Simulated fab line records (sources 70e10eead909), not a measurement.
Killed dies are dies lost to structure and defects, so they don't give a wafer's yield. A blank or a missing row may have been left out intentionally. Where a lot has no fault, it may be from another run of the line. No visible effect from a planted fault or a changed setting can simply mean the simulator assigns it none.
Chamber matching	flow nand-harc	4 sister chambers for NHARC_A_STAIRCASE_ETCH_169 on rie-diel-02
The step etches the open film in CH3F/O2, target depth 50 nm, time 107.1 s. 20 wafers are shown with their chamber, then 10 later ones without.

EACH WAFER AND ITS CHAMBER
wafer	chamber	drypump-motor-current-A (A)	showerhead-plenum-p-Torr (Torr)	rf-vpp-V (V)
L077.1	3	5.28	2.55	245.1
L077.4	2	5.78	2.40	244.0
L077.5	0	6.12	2.62	245.6
L076.3	2	5.78	2.40	242.9
L076.4	3	5.25	2.55	245.2
L076.6	0	6.12	2.62	245.6
L083.1	2	5.76	2.39	243.1
L083.2	1	5.65	2.34	242.4
L083.6	0	6.12	2.60	245.5
L085.1	0	6.12	2.60	246.6
L085.2	3	5.25	2.54	246.2
L085.4	1	5.65	2.33	242.7
L088.3	1	5.63	2.33	242.1
L088.5	0	6.11	2.60	246.3
L088.6	3	5.25	2.54	243.9
L087.1	1	5.65	2.33	241.6
L087.5	2	5.75	2.39	243.8
L087.6	1	5.66	2.33	243.2
L089.2	0	6.11	2.60	247.9
L089.3	2	5.75	2.39	244.2

SIGNATURES (averages over the wafers above)
reading	chamber 0	chamber 1	chamber 2	chamber 3	scatter within a chamber
drypump-motor-current-A	6.1167	5.6480	5.7640	5.2575	0.0117
showerhead-plenum-p-Torr	2.6067	2.3320	2.3940	2.5450	0.00722
rf-vpp-V	246.250	242.400	243.600	245.100	0.778
Rule: distance of a wafer from a chamber = root of the sum over the readings of ((wafer's reading minus chamber's mean) / reading's scatter) squared. If the next closest chamber is less than 2 further off than the closest, the wafer can't be placed; otherwise it belongs to the closest. The scatter: take each reading less its chamber's mean, square it, sum over the shown wafers, divide by the number of wafers less the number of chambers, and take the root.

WAFERS WITH NO CHAMBER GIVEN
wafer	drypump-motor-current-A (A)	showerhead-plenum-p-Torr (Torr)	rf-vpp-V (V)
L089.5	5.76	2.39	244.1
L093.1	6.13	2.59	245.9
L093.4	5.27	2.53	244.7
L093.6	5.75	2.38	244.3
L092.1	5.77	2.38	243.2
L092.2	5.66	2.33	241.7
L092.3	6.13	2.59	246.1
L094.3	5.63	2.32	241.8
L094.4	5.78	2.38	242.1
L094.5	5.78	2.38	243.0

WHICH CHAMBER EACH ONE RAN IN
wafer	from the rows above	in truth
L089.5	2	2
L093.1	0	0
L093.4	3	3
L093.6	2	2
L092.1	2	2
L092.2	1	1
L092.3	0	0
L094.3	1	1
L094.4	2	2
L094.5	2	2
Placed correctly: 10 of 10. Number that these rows cannot place: 0. Wrongly placed: 0.
